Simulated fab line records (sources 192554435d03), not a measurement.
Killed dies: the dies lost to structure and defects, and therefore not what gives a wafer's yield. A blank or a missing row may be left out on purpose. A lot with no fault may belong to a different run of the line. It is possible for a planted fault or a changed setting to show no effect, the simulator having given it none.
Matching of chambers :: flow n5 finfet :: rie diel-06 running N5_BEOL_M7_ETCH_62: 4 sister chambers
The step etches SOC in N2/H2, target depth 110 nm, overetch 22 nm, time 165 s. 8 wafers are shown with their chamber, then 9 later ones without.

## WAFERS WITH THEIR CHAMBER
wafer: L076.2
chamber: 2
showerhead plenum p Torr (Torr): 2.47
drypump motor current A (A): 6.2

wafer: L080.2
chamber: 3
showerhead plenum p Torr (Torr): 2.44
drypump motor current A (A): 5.2

wafer: L080.5
chamber: 2
showerhead plenum p Torr (Torr): 2.47
drypump motor current A (A): 6.1

wafer: L084.4
chamber: 3
showerhead plenum p Torr (Torr): 2.44
drypump motor current A (A): 5.2

wafer: L084.6
chamber: 0
showerhead plenum p Torr (Torr): 2.64
drypump motor current A (A): 5.9

wafer: L087.1
chamber: 1
showerhead plenum p Torr (Torr): 2.54
drypump motor current A (A): 5.4

wafer: L087.5
chamber: 1
showerhead plenum p Torr (Torr): 2.55
drypump motor current A (A): 5.4

wafer: L087.6
chamber: 0
showerhead plenum p Torr (Torr): 2.64
drypump motor current A (A): 5.9

## WAFERS WHOSE CHAMBER IS MISSING
wafer: L089.3
showerhead plenum p Torr (Torr): 2.63
drypump motor current A (A): 5.9

wafer: L089.5
showerhead plenum p Torr (Torr): 2.63
drypump motor current A (A): 5.9

wafer: L089.6
showerhead plenum p Torr (Torr): 2.54
drypump motor current A (A): 5.4

wafer: L091.2
showerhead plenum p Torr (Torr): 2.43
drypump motor current A (A): 5.2

wafer: L091.3
showerhead plenum p Torr (Torr): 2.54
drypump motor current A (A): 5.4

wafer: L091.5
showerhead plenum p Torr (Torr): 2.54
drypump motor current A (A): 5.4

wafer: L094.3
showerhead plenum p Torr (Torr): 2.54
drypump motor current A (A): 5.4

wafer: L094.4
showerhead plenum p Torr (Torr): 2.63
drypump motor current A (A): 5.9

wafer: L094.6
showerhead plenum p Torr (Torr): 2.63
drypump motor current A (A): 5.9

## WHICH CHAMBER EACH ONE RAN IN
wafer: L089.3
from the rows above: 0
in truth: 0

wafer: L089.5
from the rows above: 0
in truth: 0

wafer: L089.6
from the rows above: 1
in truth: 1

wafer: L091.2
from the rows above: 3
in truth: 3

wafer: L091.3
from the rows above: 1
in truth: 1

wafer: L091.5
from the rows above: 1
in truth: 1

wafer: L094.3
from the rows above: 1
in truth: 1

wafer: L094.4
from the rows above: 0
in truth: 0

wafer: L094.6
from the rows above: 0
in truth: 0
Correctly placed: 9 of 9. From these rows, 0 cannot be placed. Wrongly placed: 0.
How it was worked out, from the rows above alone: a wafer's distance from a chamber is the root of the sum, over the readings, of the square of ((its reading less the chamber's mean) divided by the reading's scatter). If the next closest chamber is less than 2 further off than the closest, the wafer can't be placed; otherwise it belongs to the closest. A chamber's mean is the mean of its shown wafers. How the scatter is found: for the shown wafers, subtract from each reading the mean of its chamber, square and add these, divide the total by (wafers less chambers), then take the root.
